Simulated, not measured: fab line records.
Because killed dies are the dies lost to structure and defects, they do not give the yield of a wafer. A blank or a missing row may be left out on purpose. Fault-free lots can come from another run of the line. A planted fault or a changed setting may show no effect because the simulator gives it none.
Which of the tools did it?	flow n5Finfet	22 lots, 66 wafers sampled, at 5 steps of a route of 1938

== WHAT EACH GAUGE READ, for each wafer ==
N5_DUMMY_GATE_OVL_MEAS_16. Usual: for GATE_OVL the level is 0.3 nm and the standard deviation is 0.83.
lot	measured	on	GATE_OVL (nm)	flag
L074	day 2 21:58	overlay-02	-0.7 -0.7 -1.1	
L075	day 3 05:22	overlay-02	1.0 0.1 0.7	
L076	day 3 10:50	overlay-02	1.5 1.3 2.2	
L077	day 3 19:59	overlay-02	0.4 0.2 -0.5	
L078	day 4 02:38	overlay-01	1.3 0.9 1.8	
L079	day 4 04:02	overlay-01	0.8 1.3 1.2	
L080	day 4 10:33	overlay-02	0.5 0.4 -0.4	
L081	day 5 00:33	overlay-02	0.3 -0.1 -0.6	
L083	day 5 07:08	overlay-02	-0.4 0.3 -0.1	
L084	day 5 12:31	overlay-02	-0.7 -0.7 -1.0	
L085	day 5 23:25	overlay-01	-0.1 -0.7 0.0	
L086	day 6 07:24	overlay-02	0.2 0.8 0.2	
L087	day 6 11:11	overlay-01	1.2 0.0 0.7	
L088	day 6 14:01	overlay-02	0.7 0.7 0.5	
L089	day 6 21:04	overlay-02	1.6 1.1 1.7	
L090	day 7 01:33	overlay-02	0.1 1.7 1.2	
L091	day 7 05:02	overlay-02	0.3 1.6 0.7	
L092	day 7 11:08	overlay-02	0.4 -0.8 0.2	
L093	day 7 17:33	overlay-02	-0.8 -0.7 0.0	
L095	day 8 05:33	overlay-01	-0.5 1.0 0.2	
L096	day 8 14:53	overlay-01	-1.3 -1.2 -1.5	
L097	day 8 19:25	overlay-02	0.4 0.6 0.9	

== WHAT TOOL EACH LOT RAN ON (gives the tool, then ch and the chambers of the sampled wafers, and finally the start) ==
lot	N5_FIN_SAQP_RECESS_75	N5_FIN_SAQP_ETCH_57	N5_FIN_SAQP_RECESS_71	N5_FIN_CUT_ETCH_20
L074	vaporEtch-01 ch 0,1, day 1 23:01	rieDiel-03 ch 0,2,3, day 2 00:22	vaporEtch-02 ch 1, day 2 01:11	rieDiel-06 ch 0,1,3, day 2 03:23
L075	vaporEtch-01 ch 0,1, day 2 04:32	rieDiel-01 ch 1,2, day 2 05:52	vaporEtch-02 ch 0,1, day 2 06:57	rieDiel-04 ch 2,3, day 2 09:05
L076	vaporEtch-01 ch 0,1, day 2 10:22	rieDiel-05 ch 1,2, day 2 12:40	vaporEtch-01 ch 0,1, day 2 13:29	rieDiel-06 ch 2,3, day 2 16:25
L077	vaporEtch-01 ch 0,1, day 2 17:58	rieDiel-05 ch 0,1,3, day 2 19:19	vaporEtch-01 ch 0,1, day 2 20:16	rieDiel-04 ch 0,1,2, day 2 22:28
L078	vaporEtch-02 ch 0,1, day 2 23:57	rieDiel-05 ch 0,2,3, day 3 01:33	vaporEtch-02 ch 0,1, day 3 02:23	rieDiel-06 ch 0,3, day 3 04:12
L079	vaporEtch-01 ch 0,1, day 3 04:26	rieDiel-01 ch 0,1,2, day 3 05:40	vaporEtch-02 ch 0,1, day 3 06:37	rieDiel-04 ch 0,2, day 3 08:32
L080	vaporEtch-01 ch 0,1, day 3 11:11	rieDiel-03 ch 0,3, day 3 12:34	vaporEtch-01 ch 0,1, day 3 13:26	rieDiel-02 ch 0,1,2, day 3 15:20
L081	vaporEtch-01 ch 0,1, day 3 23:46	rieDiel-03 ch 0,2,3, day 4 02:41	vaporEtch-02 ch 0, day 4 03:31	rieDiel-04 ch 1,3, day 4 05:32
L083	vaporEtch-02 ch 0,1, day 4 04:47	rieDiel-05 ch 0,1,2, day 4 06:16	vaporEtch-01 ch 0,1, day 4 07:06	rieDiel-04 ch 1,2, day 4 08:56
L084	vaporEtch-01 ch 0,1, day 4 10:41	rieDiel-05 ch 0,2,3, day 4 12:02	vaporEtch-01 ch 0,1, day 4 12:53	rieDiel-02 ch 0,2,3, day 4 14:39
L085	vaporEtch-01 ch 0,1, day 4 17:10	rieDiel-05 ch 0,1, day 4 18:28	vaporEtch-01 ch 0,1, day 4 19:21	rieDiel-04 ch 0,2,3, day 5 00:10
L086	vaporEtch-01 ch 0,1, day 5 03:46	rieDiel-03 ch 0,2,3, day 5 08:29	vaporEtch-01 ch 0,1, day 5 09:47	rieDiel-04 ch 2,3, day 5 12:29
L087	vaporEtch-01 ch 0, day 5 09:25	rieDiel-05 ch 1,3, day 5 11:01	vaporEtch-01 ch 0,1, day 5 11:59	rieDiel-04 ch 0,1,3, day 5 13:57
L088	vaporEtch-01 ch 0,1, day 5 11:38	rieDiel-01 ch 0,1,3, day 5 13:06	vaporEtch-01 ch 0,1, day 5 14:25	rieDiel-04 ch 0,1, day 5 16:30
L089	vaporEtch-01 ch 0, day 5 18:20	rieDiel-01 ch 1,3, day 5 20:17	vaporEtch-01 ch 0,1, day 6 00:00	rieDiel-04 ch 2,3, day 6 02:12
L090	vaporEtch-01 ch 0,1, day 6 00:07	rieDiel-01 ch 1,2,3, day 6 01:35	vaporEtch-01 ch 0,1, day 6 03:24	rieDiel-02 ch 0,1,3, day 6 05:17
L091	vaporEtch-01 ch 0, day 6 04:34	rieDiel-01 ch 0,1,2, day 6 05:59	vaporEtch-01 ch 0,1, day 6 06:56	rieDiel-02 ch 0,2,3, day 6 08:50
L092	vaporEtch-01 ch 0,1, day 6 11:41	rieDiel-05 ch 2,3, day 6 13:03	vaporEtch-02 ch 0,1, day 6 14:34	rieDiel-04 ch 0,2,3, day 6 16:24
L093	vaporEtch-02 ch 0,1, day 6 17:52	rieDiel-03 ch 1,2,3, day 6 19:05	vaporEtch-01 ch 0,1, day 6 20:00	rieDiel-06 ch 0,3, day 6 22:07
L095	vaporEtch-02 ch 0,1, day 7 05:59	rieDiel-01 ch 0,3, day 7 07:35	vaporEtch-01 ch 0,1, day 7 08:34	rieDiel-06 ch 0,2, day 7 11:01
L096	vaporEtch-01 ch 0,1, day 7 12:19	rieDiel-03 ch 0,1,3, day 7 14:44	vaporEtch-02 ch 0,1, day 7 15:39	rieDiel-02 ch 0,1,2, day 7 17:50
L097	vaporEtch-01 ch 0, day 7 19:17	rieDiel-03 ch 0,1,3, day 7 20:56	vaporEtch-02 ch 0,1, day 7 21:55	rieDiel-06 ch 1,3, day 8 00:09
- N5_FIN_SAQP_RECESS_75: chemistry HF/NH3, target SiO2, target depth 14.4 nm, afs cycles 3, sublimation time 60 s.
- N5_FIN_SAQP_ETCH_57: etches SiNx in CH3F/O2, target depth 32.5 nm, time 46.4 s.
- N5_FIN_SAQP_RECESS_71: chemistry HF/NH3, target SiO2, target depth 3 nm, afs cycles 1, sublimation time 60 s.
- N5_FIN_CUT_ETCH_20: etches SiARC in CF4, target depth 26 nm, time 43.3 s.

== AS READ BY THE TOOLS THEMSELVES (means over the sampled wafers that have a number; for cases with no such wafer, the mark the record gives instead) ==
N5_FIN_SAQP_RECESS_75. Usual: drypumpMotorCurrentA 5.9 A, standard deviation 0.48; forelinePTorr 0.1280 Torr, standard deviation 0.00034.
lot	tool	drypumpMotorCurrentA (A)	forelinePTorr (Torr)	flag
L074	vaporEtch-01	6.0	0.1283	
L075	vaporEtch-01	5.9	0.1276	
L076	vaporEtch-01	5.9	0.1283	
L077	vaporEtch-01	6.0	0.1280	
L078	vaporEtch-02	6.1	0.1279	
L079	vaporEtch-01	5.9	0.1279	
L080	vaporEtch-01	6.1	0.1279	
L081	vaporEtch-01	5.8	0.1280	
L083	vaporEtch-02	5.4	0.1279	
L084	vaporEtch-01	5.9	0.1282	
L085	vaporEtch-01	6.0	0.1284	
L086	vaporEtch-01	5.9	0.1279	
L087	vaporEtch-01	6.2	0.1282	
L088	vaporEtch-01	6.0	0.1279	
L089	vaporEtch-01	6.1	0.1282	
L090	vaporEtch-01	5.9	0.1280	
L091	vaporEtch-01	6.2	0.1279	
L092	vaporEtch-01	5.9	0.1279	
L093	vaporEtch-02	5.4	0.1278	
L095	vaporEtch-02	5.4	0.1282	
L096	vaporEtch-01	6.0	0.1277	
L097	vaporEtch-01	6.2	0.1278	

N5_FIN_SAQP_ETCH_57. Usual: for chamberPressureMTorr, 30.000 mTorr with a standard deviation of 0.027; for drypumpMotorCurrentA, 5.7 A with a standard deviation of 0.32; for etchRfOnTimeS, 45.3 s with a standard deviation of 1.4; for oesProductAu, 0.67 a.u. with a standard deviation of 0.083; for rfVppV, 295 V with a standard deviation of 5.8; for showerheadPlenumPTorr, 2.00 Torr with a standard deviation of 0.072; for throttleValvePct, 16.45 % with a standard deviation of 0.28.
lot	tool	chamberPressureMTorr (mTorr)	drypumpMotorCurrentA (A)	etchRfOnTimeS (s)	oesProductAu (a.u.)	rfVppV (V)	showerheadPlenumPTorr (Torr)	throttleValvePct (%)	flag
L074	rieDiel-03	29.993	5.6	45.0	0.71	295	2.02	16.35	
L075	rieDiel-01	30.013	6.0	46.4	0.69	298	2.10	16.29	
L076	rieDiel-05	30.026	5.8	45.4	0.76	296	2.04	16.31	
L077	rieDiel-05	30.005	5.6	44.7	0.69	295	2.00	16.36	
L078	rieDiel-05	30.001	5.7	46.0	0.62	297	1.97	16.66	
L079	rieDiel-01	30.015	6.1	46.6	0.69	294	2.08	16.40	
L080	rieDiel-03	29.982	5.6	44.7	0.73	296	2.06	16.35	
L081	rieDiel-03	29.990	5.6	43.1	0.69	296	2.02	16.37	
L083	rieDiel-05	29.995	5.8	46.8	0.68	297	2.00	16.38	
L084	rieDiel-05	29.991	5.6	45.5	0.61	297	1.96	16.69	
L085	rieDiel-05	29.998	5.8	45.1	0.75	295	2.03	16.09	
L086	rieDiel-03	30.025	5.6	43.9	0.69	295	2.02	16.39	
L087	rieDiel-05	30.013	5.7	44.1	0.72	296	2.02	16.35	
L088	rieDiel-01	29.991	5.7	45.8	0.66	296	2.01	16.37	
L089	rieDiel-01	30.013	5.4	45.9	0.62	293	1.95	16.41	
L090	rieDiel-01	30.008	5.8	47.3	0.62	292	2.02	16.47	
L091	rieDiel-01	30.021	6.1	47.0	0.67	295	2.07	16.44	
L092	rieDiel-05	30.010	5.7	44.4	0.83	298	1.96	16.47	
L093	rieDiel-03	29.981	5.6	43.8	0.67	293	1.96	16.38	
L095	rieDiel-01	30.010	5.5	45.4	0.61	291	1.93	16.53	
L096	rieDiel-03	29.988	5.5	45.3	0.65	298	2.00	16.53	
L097	rieDiel-03	29.989	5.5	45.3	0.65	298	2.00	16.52	

N5_FIN_SAQP_RECESS_71. Usual: drypumpMotorCurrentA 5.9 A, standard deviation 0.68; forelinePTorr 0.1280 Torr, standard deviation 0.00039.
lot	tool	drypumpMotorCurrentA (A)	forelinePTorr (Torr)	flag
L074	vaporEtch-02	4.7	0.1280	
L075	vaporEtch-02	6.1	0.1279	
L076	vaporEtch-01	5.9	0.1277	
L077	vaporEtch-01	5.9	0.1281	
L078	vaporEtch-02	6.1	0.1283	
L079	vaporEtch-02	6.1	0.1279	
L080	vaporEtch-01	5.9	0.1283	
L081	vaporEtch-02	6.8	0.1280	
L083	vaporEtch-01	6.0	0.1280	
L084	vaporEtch-01	5.9	0.1276	
L085	vaporEtch-01	6.0	0.1279	
L086	vaporEtch-01	5.9	0.1280	
L087	vaporEtch-01	6.0	0.1285	
L088	vaporEtch-01	5.9	0.1278	
L089	vaporEtch-01	6.0	0.1285	
L090	vaporEtch-01	5.8	0.1282	
L091	vaporEtch-01	5.9	0.1281	
L092	vaporEtch-02	5.4	0.1276	
L093	vaporEtch-01	6.0	0.1279	
L095	vaporEtch-01	6.0	0.1285	
L096	vaporEtch-02	6.1	0.1279	
L097	vaporEtch-02	6.1	0.1277	

N5_FIN_CUT_ETCH_20. Usual: for chamberPressureMTorr, 40.00 mTorr with a standard deviation of 0.032; for drypumpMotorCurrentA, 5.7 A with a standard deviation of 0.5; for etchRfOnTimeS, 43.8 s with a standard deviation of 1.2; for oesProductAu, 0.65 a.u. with a standard deviation of 0.062; for rfVppV, 184.1 V with a standard deviation of 1.1; for showerheadPlenumPTorr, 2.15 Torr with a standard deviation of 0.058; for throttleValvePct, 15.72 % with a standard deviation of 0.3.
lot	tool	chamberPressureMTorr (mTorr)	drypumpMotorCurrentA (A)	etchRfOnTimeS (s)	oesProductAu (a.u.)	rfVppV (V)	showerheadPlenumPTorr (Torr)	throttleValvePct (%)	flag
L074	rieDiel-06	40.02	5.2	44.3	0.69	183.5	2.08	15.77	
L075	rieDiel-04	39.98	5.6	44.1	0.63	185.1	2.23	15.64	
L076	rieDiel-06	39.98	5.0	44.1	0.61	183.6	2.17	15.78	
L077	rieDiel-04	39.98	6.1	44.0	0.64	184.1	2.17	15.75	
L078	rieDiel-06	40.01	5.3	42.4	0.71	182.8	2.09	15.82	
L079	rieDiel-04	40.02	5.8	44.5	0.61	184.3	2.16	16.05	
L080	rieDiel-02	40.01	5.9	43.7	0.67	184.1	2.12	15.54	
L081	rieDiel-04	39.96	6.1	43.6	0.67	184.1	2.18	15.36	
L083	rieDiel-04	39.99	6.2	43.5	0.64	185.8	2.20	15.73	
L084	rieDiel-02	40.00	5.6	42.9	0.65	183.4	2.12	15.83	
L085	rieDiel-04	39.98	5.7	44.1	0.61	184.7	2.19	15.87	
L086	rieDiel-04	39.99	5.8	44.3	0.60	183.9	2.22	15.82	
L087	rieDiel-04	39.99	5.8	44.2	0.63	184.3	2.16	15.65	
L088	rieDiel-04	39.96	6.2	43.9	0.66	184.1	2.14	15.56	
L089	rieDiel-04	39.98	5.6	44.2	0.61	185.2	2.22	15.70	
L090	rieDiel-02	40.02	5.6	41.7	0.70	182.9	2.11	15.76	
L091	rieDiel-02	40.04	5.6	42.9	0.64	184.2	2.12	15.85	
L092	rieDiel-04	39.99	5.7	44.0	0.60	184.6	2.18	15.89	
L093	rieDiel-06	39.98	5.3	42.3	0.68	183.3	2.08	15.87	
L095	rieDiel-06	39.99	5.1	44.5	0.67	183.9	2.13	15.76	
L096	rieDiel-02	39.98	5.9	43.6	0.65	184.0	2.11	15.59	
L097	rieDiel-06	39.99	5.2	43.7	0.75	185.0	2.21	15.54	

== THE ANSWER, worked out from the rows above alone ==
Rule: a lot counts as off when the mean over its wafers that have a number is more than 3 standard deviations away from the usual mean. Also off: a lot with no number at a reading for which 4 or more lots have one. The other lots that the step has rows for count as sound. Order of review: gauges by route order, followed by the tools' own readings, for which a lot's mean as printed above is used. The first step at which some lot is off is used, and at that step the reading that is off furthest; a lot without a number counts as furthest.
Across all readings shown, no lot is off: no conclusion can be drawn from this.

== WHAT THE SIMULATOR PUT IN ==
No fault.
